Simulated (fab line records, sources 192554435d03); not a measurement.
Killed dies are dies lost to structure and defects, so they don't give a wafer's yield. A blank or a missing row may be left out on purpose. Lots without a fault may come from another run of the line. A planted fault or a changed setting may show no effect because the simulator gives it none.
fab line records | flow n5_finfet
record lots=22 wafers=66 last_day=18
route steps=1938 shown BEOL_M1@823 BEOL_M2@857
lots that met no fault: from a run of the same line without faults
start_h: hours from the record's first day to the start of the lot's first wafer shown | wait_h: hours since the lot's step before | " the same as in the row above | L1.1+2: a row that stands for several wafers | - no value, or no start given | * or withheld: withheld | < > ~ a bound
route shown NAME@n: a module of which the file shows steps, and the number in the route of the first | usual: mean/standard deviation of fault-free wafers | same: alike in all rows | chamber/n: place in a boat | sites: the reading at each site | _std_site: their standard deviation | _edge_site: outer sites' mean less inner sites' | radius_mm: how far each site lies from the wafer's centre | mask NAME#n: copy n | behind: the tool/chamber that last shaped the wafer | hold: why the lot was held/for how many hours/how that ended | device: the transistor (n, p or np) that didn't switch | end of line: the same wafers' tests at the end of the route | a step without rows: its recipe alone | killed: dies lost to structure and defects at the first sort, not the wafer's yield | map: a wafer's dies, x killed, . not, _ none there
set.NAME: the setting as run; set.NAME@STEP: as run at that earlier step | model.NAME: the simulator's own value behind a step, which no gauge read
steps of the route over a sample of lots; a table a step, a row a wafer
services: from which hour (start_h, from the record's first day; less than 0 if before it) a tool's chamber was out of use, for how many hours, and why
## steps
# step N5_BEOL_M1_ANNEAL_89
# recipe temp_c=400 time_s=240 ambient=vacuum
# usual heater_power_w=873/150
# same time_s=240
# columns lot.wafer tool chamber start_h wait_h heater_power_w
L074.1 pvd_sputter-01 - 137.60 0.0 816
L074.2 " - " " 844
L074.3 " - " " 733
L077.3 pvd_sputter-02 - 146.41 0.0 924
L077.4 " - " " 1030
L077.6 " - " " 1044
L075.3 pvd_sputter-01 - 149.17 0.0 837
L075.4 " - " " 728
L075.6 " - " " 719
L076.3 pvd_sputter-02 - 149.40 0.0 1018
L076.4 " - " " 692
L076.6 " - " " 926
L078.2 pvd_sputter-02 - 152.45 0.0 1030
L078.4 " - " " 927
L078.5 " - " " 1049
L080.1 pvd_sputter-02 - 163.10 0.0 694
L080.4 " - " " 1037
L080.6 " - " " 1000
L079.3 pvd_sputter-03 - 163.28 0.0 671
L079.4 " - " " 768
L079.6 " - " " 759
L081.1 pvd_sputter-03 - 170.38 0.0 1203
L081.2 " - " " 822
L081.5 " - " " 760
L082.1 pvd_sputter-03 - 176.81 0.0 768
L082.4 " - " " 1155
L082.5 " - " " 814
L083.1 pvd_sputter-02 - 189.45 0.0 1077
L083.2 " - " " 699
L083.5 " - " " 902
L085.2 pvd_sputter-01 - 202.92 0.0 849
L085.4 " - " " 826
L085.6 " - " " 783
L086.1 pvd_sputter-01 - 212.18 0.0 716
L086.2 " - " " 861
L086.4 " - " " 820
L084.1 pvd_sputter-02 - 215.35 0.0 689
L084.5 " - " " 1052
L084.6 " - " " 1033
L088.2 pvd_sputter-01 - 217.24 0.0 800
L088.5 " - " " 821
L088.6 " - " " 816
L090.2 pvd_sputter-01 - 223.04 0.0 835
L090.3 " - " " 834
L090.4 " - " " 821
L089.3 pvd_sputter-03 - 225.57 0.0 835
L089.4 " - " " 705
L089.5 " - " " 1178
L091.1 pvd_sputter-03 - 232.61 0.0 1156
L091.3 " - " " 703
L091.4 " - " " 856
L092.2 pvd_sputter-03 - 243.05 0.0 821
L092.5 " - " " 1156
L092.6 " - " " 758
L093.1 pvd_sputter-02 - 243.16 0.0 921
L093.2 " - " " 1018
L093.3 " - " " 1018
L094.4 pvd_sputter-03 - 250.49 0.0 778
L094.5 " - " " 1192
L094.6 " - " " 782
L095.2 pvd_sputter-01 - 255.03 0.0 820
L095.4 " - " " 829
L095.5 " - " " 726
L097.4 pvd_sputter-01 - 273.14 0.0 821
L097.5 " - " " 824
L097.6 " - " " 815
# step N5_BEOL_M1_ANNEAL_91
# recipe temp_c=400 time_s=240 ambient=vacuum
# usual heater_power_w=872/150
# same time_s=240
# columns lot.wafer tool chamber start_h wait_h heater_power_w
L074.1 pvd_sputter-01 - 137.82 0.0 830
L074.2 " - " " 847
L074.3 " - " " 712
L077.3 pvd_sputter-02 - 146.63 0.0 929
L077.4 " - " " 1010
L077.6 " - " " 1024
L075.3 pvd_sputter-01 - 149.39 0.0 813
L075.4 " - " " 727
L075.6 " - " " 746
L076.3 pvd_sputter-02 - 149.62 0.0 1011
L076.4 " - " " 694
L076.6 " - " " 912
L078.2 pvd_sputter-02 - 152.67 0.0 1030
L078.4 " - " " 909
L078.5 " - " " 1062
L080.1 pvd_sputter-02 - 163.32 0.0 677
L080.4 " - " " 1050
L080.6 " - " " 1037
L079.3 pvd_sputter-03 - 163.50 0.0 684
L079.4 " - " " 788
L079.6 " - " " 760
L081.1 pvd_sputter-03 - 170.60 0.0 1162
L081.2 " - " " 836
L081.5 " - " " 753
L082.1 pvd_sputter-03 - 177.03 0.0 746
L082.4 " - " " 1203
L082.5 " - " " 841
L083.1 pvd_sputter-02 - 189.67 0.0 1040
L083.2 " - " " 691
L083.5 " - " " 914
L085.2 pvd_sputter-01 - 203.14 0.0 849
L085.4 " - " " 801
L085.6 " - " " 813
L086.1 pvd_sputter-01 - 212.40 0.0 710
L086.2 " - " " 857
L086.4 " - " " 800
L084.1 pvd_sputter-02 - 215.57 0.0 694
L084.5 " - " " 1021
L084.6 " - " " 1045
L088.2 pvd_sputter-01 - 217.46 0.0 825
L088.5 " - " " 804
L088.6 " - " " 818
L090.2 pvd_sputter-01 - 223.26 0.0 845
L090.3 " - " " 808
L090.4 " - " " 821
L089.3 pvd_sputter-03 - 225.79 0.0 821
L089.4 " - " " 697
L089.5 " - " " 1200
L091.1 pvd_sputter-03 - 232.83 0.0 1190
L091.3 " - " " 695
L091.4 " - " " 832
L092.2 pvd_sputter-03 - 243.27 0.0 821
L092.5 " - " " 1175
L092.6 " - " " 741
L093.1 pvd_sputter-02 - 243.38 0.0 901
L093.2 " - " " 1060
L093.3 " - " " 1002
L094.4 pvd_sputter-03 - 250.71 0.0 777
L094.5 " - " " 1169
L094.6 " - " " 776
L095.2 pvd_sputter-01 - 255.25 0.0 825
L095.4 " - " " 846
L095.5 " - " " 708
L097.4 pvd_sputter-01 - 273.36 0.0 828
L097.5 " - " " 857
L097.6 " - " " 812
# step N5_BEOL_M1_PRE_CLEAN_60
# recipe gas=NH3/H2 time_s=15 temp_c=* rf_power_w=300
# usual heater_power_w=83/26
# same time_s=15
# columns lot.wafer tool chamber start_h wait_h heater_power_w
L074.1 cvd_co-02 1 139.23 0.0 78
L074.2 " 0 " " 99
L074.3 " 2 " " 69
L077.3 cvd_co-01 1 148.31 0.0 60
L077.4 " 0 " " 130
L077.6 " 1 " " 60
L076.3 cvd_co-02 2 151.02 0.0 66
L076.4 " 2 " " 69
L076.6 " 1 " " 78
L075.3 cvd_co-01 0 151.07 0.0 133
L075.4 " 0 " " 131
L075.6 " 2 " " 58
L078.2 cvd_co-02 0 154.08 0.0 97
L078.4 " 1 " " 80
L078.5 " 2 " " 68
L080.1 cvd_co-01 0 164.72 0.0 132
L080.4 " 0 " " 131
L080.6 " 2 " " 57
L079.3 cvd_co-01 1 164.95 0.0 60
L079.4 " 0 " " 133
L079.6 " 1 " " 61
L081.1 cvd_co-01 1 172.01 0.0 60
L081.2 " 0 " " 136
L081.5 " 0 " " 131
L082.1 cvd_co-01 0 178.59 0.0 133
L082.4 " 2 " " 56
L082.5 " 1 " " 60
L083.1 cvd_co-02 2 191.09 0.0 69
L083.2 " 0 " " 103
L083.5 " 2 " " 69
L085.2 cvd_co-02 0 205.06 0.1 100
L085.4 " 1 " " 78
L085.6 " 2 " " 69
L086.1 cvd_co-02 0 213.81 0.0 101
L086.2 " 2 " " 70
L086.4 " 2 " " 69
L084.1 cvd_co-02 0 216.98 0.0 97
L084.5 " 2 " " 70
L084.6 " 0 " " 98
L088.2 cvd_co-02 0 218.87 0.0 100
L088.5 " 2 " " 69
L088.6 " 1 " " 78
L090.2 cvd_co-02 1 224.67 0.0 80
L090.3 " 0 " " 99
L090.4 " 2 " " 70
L089.3 cvd_co-01 2 227.20 0.0 56
L089.4 " 2 " " 57
L089.5 " 0 " " 136
L091.1 cvd_co-02 0 234.23 0.0 101
L091.3 " 1 " " 79
L091.4 " 0 " " 101
L092.2 cvd_co-01 0 244.68 0.0 134
L092.5 " 2 " " 58
L092.6 " 0 " " 134
L093.1 cvd_co-02 2 245.04 0.0 70
L093.2 " 1 " " 76
L093.3 " 0 " " 102
L094.4 cvd_co-01 1 252.14 0.1 61
L094.5 " 0 " " 138
L094.6 " 2 " " 60
L095.2 cvd_co-01 2 256.66 0.0 60
L095.4 " 2 " " 57
L095.5 " 0 " " 135
L097.4 cvd_co-01 0 274.80 0.1 133
L097.5 " 1 " " 61
L097.6 " 2 " " 59
# step N5_BEOL_M2_DESCUM_16
# recipe chemistry=O2 time_s=7 source_power_w=50 bias_power_w=20 pressure_mtorr=20 rf_frequency_hz=2.712e+07 temp_c=40 resist=CAR-EUV o2_flow_sccm=225
# usual chamber_pressure_mTorr=20.001/0.019 drypump_motor_current_A=5.5/0.37 o2_flow_sccm=225.0/0.69 oes_product_au=0.77/0.081 rf_vpp_V=243.1/1.6 showerhead_plenum_p_Torr=2.09/0.086 throttle_valve_pct=20.35/0.12
# same time_s=7
# columns lot.wafer tool chamber start_h wait_h chamber_pressure_mTorr drypump_motor_current_A o2_flow_sccm oes_product_au rf_hours_counter_h rf_vpp_V showerhead_plenum_p_Torr throttle_valve_pct
L074.1 rie_diel-04 3 141.36 0.0 20.015 5.6 225.6 0.71 180 240.4 1.98 20.27
L074.2 " 2 " " 20.014 4.8 224.5 0.91 28 241.0 2.06 20.34
L074.3 " 0 " " 20.015 5.9 225.9 0.71 183 241.6 1.98 20.47
L077.3 rie_diel-04 2 150.68 0.0 20.015 4.8 225.6 0.89 30 241.6 2.06 20.34
L077.4 " 0 " " 20.009 5.9 224.2 0.70 185 241.7 1.98 20.47
L077.6 " 0 " " 20.030 5.9 224.8 0.70 - 239.9 1.98 20.48
L076.3 rie_diel-02 1 152.02 0.0 20.014 5.0 225.2 0.89 24 243.9 2.15 20.22
L076.4 " 3 " " 20.008 5.4 225.9 0.92 27 244.2 2.13 20.26
L076.6 " 0 " " 19.983 5.7 224.3 0.71 - 243.4 1.99 20.41
L075.3 rie_diel-04 3 153.96 0.0 19.961 5.6 224.6 0.71 184 240.7 1.97 20.27
L075.4 " 0 " " 20.004 5.8 224.9 0.70 187 243.2 1.98 20.47
L075.6 " 1 " " 20.020 5.3 224.7 0.71 - 244.4 2.15 20.56
L078.2 rie_diel-04 2 155.20 0.0 20.001 4.8 224.1 0.90 32 241.5 2.05 20.35
L078.4 " 0 " " 20.005 5.9 225.5 0.70 188 241.8 1.97 20.48
L078.5 " 3 " " 19.989 5.7 225.4 0.71 - 240.9 1.98 20.26
L080.1 rie_diel-04 3 168.11 0.0 20.019 5.6 224.7 0.70 189 242.1 1.97 20.27
L080.4 " 2 " " 20.047 4.8 226.6 0.89 - 241.7 2.05 20.36
L080.6 " 3 " " 20.048 5.6 224.5 0.69 - 242.5 1.97 20.26
L079.3 rie_diel-04 3 168.46 0.0 20.008 5.6 224.5 0.70 189 244.0 1.97 20.26
L079.4 " 3 " " 19.988 5.6 225.8 0.70 - 242.0 1.97 20.25
L079.6 " 0 " " 19.992 5.9 224.4 0.71 - 241.4 1.97 20.48
L081.1 rie_diel-05 2 173.88 0.0 19.994 5.9 225.5 0.71 195 243.3 2.18 20.42
L081.2 " 1 " " 19.969 5.5 224.3 0.74 190 241.9 1.97 20.39
L081.5 " 2 " " 20.019 5.9 225.0 0.71 - 243.1 2.18 20.40
L082.1 rie_diel-02 2 181.49 0.0 20.011 5.9 225.5 0.72 197 243.5 2.15 20.46
L082.4 " 3 " " 19.990 5.4 225.0 0.90 36 243.8 2.12 20.26
L082.5 " 1 " " 19.983 5.0 224.1 0.88 - 243.8 2.15 20.22
L083.1 rie_diel-02 0 192.73 0.1 19.980 5.7 224.7 0.71 203 243.6 1.98 20.42
L083.2 " 3 " " 19.983 5.4 225.2 0.89 40 243.3 2.12 20.27
L083.5 " 2 " " 19.970 5.9 224.4 0.70 - 243.8 2.15 20.48
L085.2 rie_diel-02 3 207.78 0.0 20.009 5.4 226.8 0.89 45 245.4 2.12 20.28
L085.4 " 1 " " 19.986 5.0 224.9 0.86 41 244.6 2.15 20.26
L085.6 " 1 " " 19.978 4.9 224.8 0.86 - 243.7 2.15 20.25
L086.1 rie_diel-02 1 215.53 0.6 20.001 5.0 226.0 0.86 44 244.1 2.14 20.26
L086.2 " 2 " " 20.008 5.9 224.8 0.71 209 245.1 2.15 20.46
L086.4 " 3 " " 20.020 5.4 225.5 0.89 48 242.8 2.12 20.29
L084.1 rie_diel-02 0 219.59 1.4 20.009 5.7 225.3 0.71 213 241.8 1.98 20.42
L084.5 " 1 " " 19.980 4.9 225.6 0.86 - 243.8 2.14 20.25
L084.6 " 2 " " 20.013 5.9 224.4 0.70 - 243.1 2.15 20.47
L088.2 rie_diel-05 3 221.00 1.1 20.001 5.7 225.1 0.88 32 247.0 2.20 20.19
L088.5 " 3 " " 20.016 5.7 224.9 0.88 - 245.1 2.20 20.19
L088.6 " 2 " " 19.997 5.9 225.0 0.69 - 243.5 2.17 20.44
L090.2 rie_diel-05 0 226.53 0.7 19.978 4.9 225.6 0.78 93 243.9 2.11 20.04
L090.3 " 2 " " 19.979 5.9 225.9 0.69 217 243.1 2.17 20.44
L090.4 " 3 " " 19.979 5.7 225.1 0.88 36 245.7 2.20 20.19
L089.3 rie_diel-02 3 229.13 0.8 20.013 5.4 225.7 0.88 54 243.0 2.12 20.29
L089.4 " 2 " " 19.992 5.9 225.9 0.70 216 246.2 2.14 20.47
L089.5 " 0 " " 19.990 5.6 225.0 0.69 - 241.0 1.98 20.44
L091.1 rie_diel-02 3 235.61 0.3 20.009 5.4 225.6 0.88 56 244.6 2.12 20.30
L091.3 " 2 " " 19.994 5.9 224.4 0.70 220 245.2 2.14 20.49
L091.4 " 1 " " 20.013 5.0 225.6 0.84 55 242.4 2.14 20.28
L092.2 rie_diel-05 2 246.32 0.3 19.993 5.9 224.2 0.69 219 244.2 2.17 20.46
L092.5 " 1 " " 20.028 5.5 224.3 0.72 - 240.3 1.96 20.41
L092.6 " 2 " " 20.000 5.9 224.4 0.70 - 244.7 2.17 20.44
L093.1 rie_diel-05 3 246.56 0.0 20.025 5.7 224.5 0.87 38 246.0 2.20 20.18
L093.2 " 2 " " 20.010 5.9 225.0 0.70 219 243.3 2.17 20.44
L093.3 " 0 " " 20.013 4.9 225.1 0.79 95 241.6 2.11 20.06
L094.4 rie_diel-02 3 253.70 0.0 20.042 5.4 222.8 0.86 64 244.1 2.11 20.31
L094.5 " 0 " " 19.995 5.7 225.0 0.69 - 241.0 1.98 20.45
L094.6 " 3 " " 19.989 5.4 223.4 0.87 - 243.4 2.11 20.31
L095.2 rie_diel-05 0 262.19 0.0 19.993 5.0 224.4 0.76 100 244.4 2.11 20.05
L095.4 " 2 " " 20.013 5.9 225.3 0.68 225 244.1 2.17 20.46
L095.5 " 3 " " 19.995 5.7 224.0 0.85 - 245.9 2.20 20.22
L097.4 rie_diel-02 1 276.44 0.0 20.004 4.9 224.6 0.82 68 242.6 2.14 20.29
L097.5 " 0 " " 20.004 5.7 223.0 0.69 - 240.6 1.97 20.47
L097.6 " 3 " " 19.995 5.4 224.8 0.86 - 243.7 2.11 20.32
# step N5_BEOL_M2_ETCH_74
# recipe chemistry=N2/H2 target=underlayer target_depth_a=65 mask_material=CAR-EUV time_s=5.2 ion_energy_ev=200 pressure_mtorr=30 source_w=840 bias_w=150 n2_flow_sccm=200 h2_flow_sccm=200 ends=cleared
# usual chamber_pressure_mTorr=30.00/0.041 drypump_motor_current_A=5.5/0.36 etch_rf_on_time_s=5.27/0.074 n2_flow_sccm=200.2/2.4 oes_product_au=0.65/0.065 rf_vpp_V=524/3.1 showerhead_plenum_p_Torr=2.54/0.098 throttle_valve_pct=17.85/0.23
# columns lot.wafer tool chamber start_h wait_h chamber_pressure_mTorr drypump_motor_current_A etch_rf_on_time_s n2_flow_sccm oes_product_au rf_hours_counter_h rf_vpp_V showerhead_plenum_p_Torr throttle_valve_pct
L074.1 rie_diel-04 3 141.40 0.0 29.97 5.6 5.40 201.4 0.60 180 521 2.43 17.83
L074.2 " 2 " " 29.98 4.8 5.20 200.2 0.76 28 522 2.48 17.61
L074.3 " 0 " " 30.01 5.8 5.27 199.7 0.61 183 521 2.43 18.03
L077.3 rie_diel-04 2 150.72 0.0 30.05 4.8 5.17 201.0 0.76 30 521 2.48 17.58
L077.4 " 0 " " 29.98 5.9 5.23 199.4 0.60 185 519 2.43 18.00
L077.6 " 0 " " 30.02 5.9 5.20 200.0 0.61 - 520 2.43 18.01
L076.3 rie_diel-02 1 152.05 0.0 30.06 5.0 5.20 199.3 0.76 24 525 2.59 17.47
L076.4 " 3 " " 30.00 5.4 5.20 200.3 0.78 27 527 2.58 17.59
L076.6 " 0 " " 29.98 5.7 5.22 200.6 0.61 - 518 2.44 18.16
L075.3 rie_diel-04 3 153.99 0.0 29.97 5.6 5.34 200.6 0.59 184 520 2.42 17.82
L075.4 " 0 " " 30.03 5.9 5.20 200.1 0.61 187 521 2.43 18.01
L075.6 " 1 " " 29.98 5.3 5.21 198.7 0.61 - 528 2.61 17.98
L078.2 rie_diel-04 2 155.23 0.0 30.06 4.8 5.25 200.4 0.76 32 523 2.47 17.57
L078.4 " 0 " " 29.99 5.9 5.26 200.0 0.60 188 519 2.42 18.01
L078.5 " 3 " " 30.03 5.6 5.36 200.5 0.59 - 520 2.42 17.84
L080.1 rie_diel-04 3 168.14 0.0 30.00 5.7 5.32 199.5 0.58 189 522 2.42 17.86
L080.4 " 2 " " 30.03 4.8 5.20 200.2 0.76 - 521 2.47 17.61
L080.6 " 3 " " 30.03 5.6 5.33 199.5 0.59 - 520 2.42 17.85
L079.3 rie_diel-04 3 168.49 0.0 30.05 5.6 5.37 199.8 0.60 189 517 2.42 17.85
L079.4 " 3 " " 29.99 5.6 5.36 199.8 0.60 - 521 2.42 17.85
L079.6 " 0 " " 30.03 5.9 5.26 199.7 0.60 - 521 2.42 18.02
L081.1 rie_diel-05 2 173.92 0.0 29.98 5.9 5.27 199.9 0.60 195 526 2.64 17.84
L081.2 " 1 " " 30.01 5.5 5.36 198.8 0.63 190 518 2.43 18.02
L081.5 " 2 " " 30.01 5.9 5.27 200.0 0.60 - 526 2.64 17.89
L082.1 rie_diel-02 2 181.52 0.0 29.99 5.9 5.19 199.5 0.61 197 525 2.64 18.05
L082.4 " 3 " " 30.03 5.4 5.24 199.8 0.76 36 526 2.57 17.63
L082.5 " 1 " " 30.00 5.0 5.30 199.8 0.74 - 526 2.59 17.47
L083.1 rie_diel-02 0 192.77 0.0 30.00 5.6 5.32 200.8 0.60 203 519 2.44 18.14
L083.2 " 3 " " 30.00 5.4 5.23 200.6 0.75 40 525 2.57 17.64
L083.5 " 2 " " 30.00 5.9 5.25 200.5 0.60 - 527 2.64 18.05
L085.2 rie_diel-02 3 207.81 0.0 29.98 5.4 5.26 200.1 0.73 45 525 2.57 17.62
L085.4 " 1 " " 30.04 5.0 5.31 198.8 0.72 41 527 2.58 17.50
L085.6 " 1 " " 29.98 5.0 5.31 200.5 0.71 - 524 2.58 17.50
L086.1 rie_diel-02 1 215.56 0.0 29.97 5.0 5.17 199.1 0.73 44 523 2.58 17.50
L086.2 " 2 " " 30.01 5.9 5.17 199.5 0.60 209 526 2.64 18.06
L086.4 " 3 " " 29.89 5.4 5.28 199.9 0.74 48 524 2.57 17.62
L084.1 rie_diel-02 0 219.62 0.0 29.98 5.7 5.29 200.8 0.59 213 519 2.43 18.14
L084.5 " 1 " " 29.95 5.0 5.20 200.4 0.72 - 528 2.58 17.52
L084.6 " 2 " " 29.99 5.9 5.23 199.1 0.61 - 525 2.64 18.05
L088.2 rie_diel-05 3 221.03 0.0 30.09 5.7 5.30 199.9 0.73 32 530 2.71 17.74
L088.5 " 3 " " 30.04 5.7 5.35 199.8 0.74 - 529 2.71 17.73
L088.6 " 2 " " 29.99 5.9 5.19 200.4 0.60 - 528 2.63 17.90
L090.2 rie_diel-05 0 226.57 0.0 30.11 5.0 5.22 199.6 0.67 93 525 2.57 17.46
L090.3 " 2 " " 29.99 5.9 5.22 200.0 0.59 217 527 2.63 17.90
L090.4 " 3 " " 30.07 5.7 5.38 200.3 0.73 36 529 2.70 17.73
L089.3 rie_diel-02 3 229.16 0.0 29.94 5.4 5.26 200.4 0.73 54 523 2.57 17.66
L089.4 " 2 " " 29.92 5.9 5.16 201.0 0.59 216 526 2.64 18.07
L089.5 " 0 " " 30.03 5.7 5.33 200.1 0.59 - 521 2.43 18.18
L091.1 rie_diel-02 3 235.65 0.0 30.05 5.4 5.25 200.5 0.73 56 524 2.56 17.62
L091.3 " 2 " " 29.96 5.9 5.19 201.1 0.60 220 527 2.63 18.10
L091.4 " 1 " " 30.05 5.0 5.22 200.7 0.71 55 523 2.58 17.52
L092.2 rie_diel-05 2 246.35 0.0 29.98 5.9 5.25 199.9 0.60 219 527 2.63 17.91
L092.5 " 1 " " 30.00 5.5 5.37 200.1 0.61 - 520 2.42 18.05
L092.6 " 2 " " 29.95 5.9 5.26 200.2 0.59 - 526 2.63 17.91
L093.1 rie_diel-05 3 246.59 0.0 30.01 5.7 5.44 199.8 0.72 38 530 2.70 17.74
L093.2 " 2 " " 30.01 5.9 5.33 199.8 0.58 219 528 2.63 17.95
L093.3 " 0 " " 29.96 4.9 5.25 200.0 0.67 95 526 2.57 17.49
L094.4 rie_diel-02 3 253.74 0.0 29.97 5.4 5.26 199.4 0.72 64 526 2.56 17.68
L094.5 " 0 " " 30.06 5.6 5.30 199.1 0.58 - 520 2.43 18.19
L094.6 " 3 " " 29.93 5.4 5.20 200.2 0.73 - 525 2.56 17.67
L095.2 rie_diel-05 0 262.22 0.0 29.98 5.0 5.35 200.6 0.65 100 525 2.57 17.49
L095.4 " 2 " " 30.08 5.9 5.23 199.6 0.59 225 524 2.62 17.90
L095.5 " 3 " " 30.01 5.7 5.42 199.9 0.71 - 528 2.70 17.77
L097.4 rie_diel-02 1 276.48 0.0 29.98 5.0 5.32 200.3 0.69 68 526 2.57 17.56
L097.5 " 0 " " 30.06 5.6 5.35 200.0 0.58 - 519 2.42 18.19
L097.6 " 3 " " 29.97 5.4 5.29 201.0 0.70 - 527 2.56 17.67
# step N5_BEOL_M2_STRIP_19
# recipe chemistry=O2 power_w=400 temp_c=40 pressure_mtorr=30 rf_frequency_hz=6e+07 bias_power_w=0 overash_fraction=0.2 o2_flow_sccm=225
# usual chamber_pressure_mTorr=30.00/0.056 drypump_motor_current_A=5.5/0.35 o2_flow_sccm=225.0/0.63 oes_product_au=0.78/0.085 rf_vpp_V=3.6/0.5 showerhead_plenum_p_Torr=2.09/0.084 throttle_valve_pct=16.61/0.17
# columns lot.wafer tool chamber start_h wait_h chamber_pressure_mTorr drypump_motor_current_A o2_flow_sccm oes_product_au rf_hours_counter_h rf_vpp_V showerhead_plenum_p_Torr throttle_valve_pct
L074.1 rie_diel-05 1 141.73 0.1 29.99 5.5 225.1 0.76 177 3.0 1.98 16.64
L074.2 " 0 " " 29.98 4.9 225.1 0.81 67 3.2 2.12 16.25
L074.3 " 3 " " 30.03 5.8 225.6 0.97 4 3.3 2.22 16.36
L077.3 rie_diel-02 1 151.05 0.1 29.99 5.0 224.4 0.90 24 3.8 2.16 16.42
L077.4 " 3 " " 30.01 5.4 224.9 0.93 27 3.1 2.13 16.49
L077.6 " 3 " " 30.60 5.4 224.8 0.94 - 3.7 2.13 16.48
L076.3 rie_diel-05 2 152.49 0.1 29.98 5.9 225.3 0.72 187 3.8 2.19 16.67
L076.4 " 3 " " 30.00 5.7 224.8 0.94 8 3.2 2.22 16.37
L076.6 " 0 " " 29.98 5.0 224.9 0.81 - 4.3 2.12 16.29
L075.3 rie_diel-04 1 154.38 0.1 30.00 5.3 225.1 0.71 210 4.1 2.15 16.84
L075.4 " 3 " " 30.01 5.6 224.6 0.70 184 3.9 1.98 16.61
L075.6 " 1 " " 29.97 5.3 225.5 0.71 - 3.7 2.16 16.83
L078.2 rie_diel-05 0 155.63 0.1 30.02 5.0 225.7 0.80 73 3.6 2.12 16.29
L078.4 " 2 " " 30.00 5.9 224.4 0.71 189 3.5 2.19 16.67
L078.5 " 2 " " 30.04 5.9 224.4 0.72 - 3.2 2.19 16.67
L080.1 rie_diel-05 1 168.47 0.1 29.99 5.5 224.8 0.75 187 4.3 1.98 16.65
L080.4 " 2 " " 30.02 5.9 225.9 0.72 193 3.6 2.18 16.67
L080.6 " 0 " " 30.02 4.9 225.4 0.81 - 3.6 2.12 16.29
L079.3 rie_diel-05 0 168.82 0.1 30.01 5.0 224.7 0.80 77 3.6 2.12 16.29
L079.4 " 1 " " 30.03 5.5 225.2 0.74 187 3.6 1.98 16.66
L079.6 " 1 " " 29.97 5.5 225.0 0.74 - 3.5 1.98 16.67
L081.1 rie_diel-02 3 174.25 0.1 30.05 5.4 224.6 0.92 35 3.3 2.13 16.50
L081.2 " 0 " " 29.99 5.7 224.9 0.71 198 3.3 1.99 16.68
L081.5 " 0 " " 29.95 5.7 225.0 0.71 - 3.3 1.99 16.68
L082.1 rie_diel-04 0 181.87 0.1 30.00 5.9 224.1 0.70 197 3.6 1.98 16.76
L082.4 " 3 " " 29.97 5.6 224.0 0.69 194 3.1 1.98 16.61
L082.5 " 1 " " 29.99 5.3 225.1 0.71 - 4.5 2.15 16.85
L083.1 rie_diel-02 1 193.11 0.1 30.02 5.0 225.7 0.87 37 3.1 2.15 16.44
L083.2 " 3 " " 29.96 5.4 224.7 0.89 40 3.0 2.13 16.50
L083.5 " 3 " " 30.00 5.4 224.9 0.89 - 3.4 2.13 16.50
L085.2 rie_diel-05 1 208.14 0.1 30.00 5.5 225.4 0.74 201 3.3 1.97 16.68
L085.4 " 0 " " 29.98 5.0 224.2 0.79 90 4.6 2.11 16.30
L085.6 " 2 " " 30.01 5.9 224.6 0.71 - 3.5 2.18 16.71
L086.1 rie_diel-02 0 216.10 0.3 29.97 5.6 224.3 0.70 211 4.5 1.99 16.74
L086.2 " 1 " " 30.02 4.9 224.2 0.85 44 4.3 2.15 16.45
L086.4 " 2 " " 29.99 5.9 224.8 0.70 210 4.4 2.15 16.81
L084.1 rie_diel-02 3 220.22 0.3 30.01 5.4 225.2 0.88 49 3.0 2.12 16.53
L084.5 " 0 " " 30.01 5.7 224.9 0.70 - 3.7 1.98 16.72
L084.6 " 3 " " 29.99 5.4 224.9 0.89 - 3.1 2.12 16.52
L088.2 rie_diel-05 3 221.39 0.1 29.94 5.7 224.5 0.88 32 3.0 2.21 16.41
L088.5 " 1 " " 29.97 5.5 225.1 0.73 - 3.6 1.97 16.70
L088.6 " 2 " " 29.94 5.9 225.2 0.70 - 4.0 2.18 16.71
L090.2 rie_diel-05 3 226.94 0.1 30.02 5.7 224.6 0.88 36 4.2 2.21 16.44
L090.3 " 1 " " 30.01 5.5 225.7 0.73 209 4.1 1.97 16.67
L090.4 " 0 " " 30.00 4.9 224.3 0.79 93 4.3 2.11 16.31
L089.3 rie_diel-04 3 229.83 0.4 30.03 5.6 225.6 0.69 206 3.1 1.97 16.65
L089.4 " 2 " " 29.96 4.8 224.8 0.87 54 4.3 2.05 16.60
L089.5 " 0 " " 29.94 5.9 224.9 0.69 - 3.5 1.97 16.78
L091.1 rie_diel-04 0 236.03 0.1 30.01 5.8 225.3 0.69 211 2.5 1.97 16.79
L091.3 " 1 " " 29.97 5.3 224.5 0.70 230 3.4 2.15 16.87
L091.4 " 3 " " 29.96 5.6 225.5 0.69 209 2.7 1.97 16.64
L092.2 rie_diel-02 1 246.68 0.1 30.01 5.0 225.6 0.84 59 3.7 2.14 16.47
L092.5 " 0 " " 30.01 5.7 226.1 0.70 - 3.3 1.98 16.76
L092.6 " 3 " " 29.97 5.4 224.4 0.87 - 3.8 2.12 16.55
L093.1 rie_diel-04 3 247.09 0.2 29.97 5.6 225.1 0.69 215 4.8 1.97 16.66
L093.2 " 1 " " 29.99 5.3 224.7 0.70 236 3.4 2.15 16.90
L093.3 " 0 " " 30.02 5.9 224.8 0.69 217 3.8 1.97 16.79
L094.4 rie_diel-02 0 254.16 0.1 30.00 5.6 224.3 0.69 228 3.3 1.98 16.75
L094.5 " 2 " " 29.96 5.9 226.1 0.69 - 3.4 2.14 16.84
L094.6 " 3 " " 30.01 5.4 225.2 0.86 - 2.6 2.12 16.54
L095.2 rie_diel-02 3 262.64 0.1 29.98 5.4 226.1 0.85 67 4.1 2.12 16.56
L095.4 " 0 " " 30.06 5.7 224.7 0.69 230 2.7 1.98 16.75
L095.5 " 3 " " 30.01 5.4 226.3 0.85 - 3.8 2.12 16.54
L097.4 rie_diel-02 2 276.81 0.1 30.03 5.9 227.1 0.68 234 3.8 2.14 16.86
L097.5 " 3 " " 30.04 5.4 226.1 0.85 - 3.8 2.12 16.55
L097.6 " 0 " " 29.99 5.6 225.6 0.68 - 3.4 1.98 16.75
## services
# columns tool chamber start_h hours kind
cvd_co-01 1 114.71 - clean
cvd_co-01 1 114.71 22.0 scheduled_down
cvd_co-01 1 114.71 22.0 vent_cycle
rie_diel-05 - 116.55 0.5 repair
rie_diel-05 3 117.37 - clean
rie_diel-05 3 117.37 - consumable_replace:focus_ring
rie_diel-05 3 117.37 - consumable_replace:showerhead
rie_diel-05 3 117.37 14.9 scheduled_down
rie_diel-05 3 117.37 14.9 vent_cycle
pvd_sputter-03 - 124.48 12.1 repair
pvd_sputter-01 - 129.67 3.7 repair
rie_diel-04 3 144.48 1.3 repair
pvd_sputter-03 - 150.18 7.7 repair
rie_diel-04 1 165.57 6.6 repair
rie_diel-02 1 169.13 2.1 repair
rie_diel-04 - 212.45 14.6 pm
rie_diel-05 0 213.96 11.5 repair
rie_diel-05 1 253.43 2.5 repair
rie_diel-02 - 273.16 0.6 repair
## key
fault none
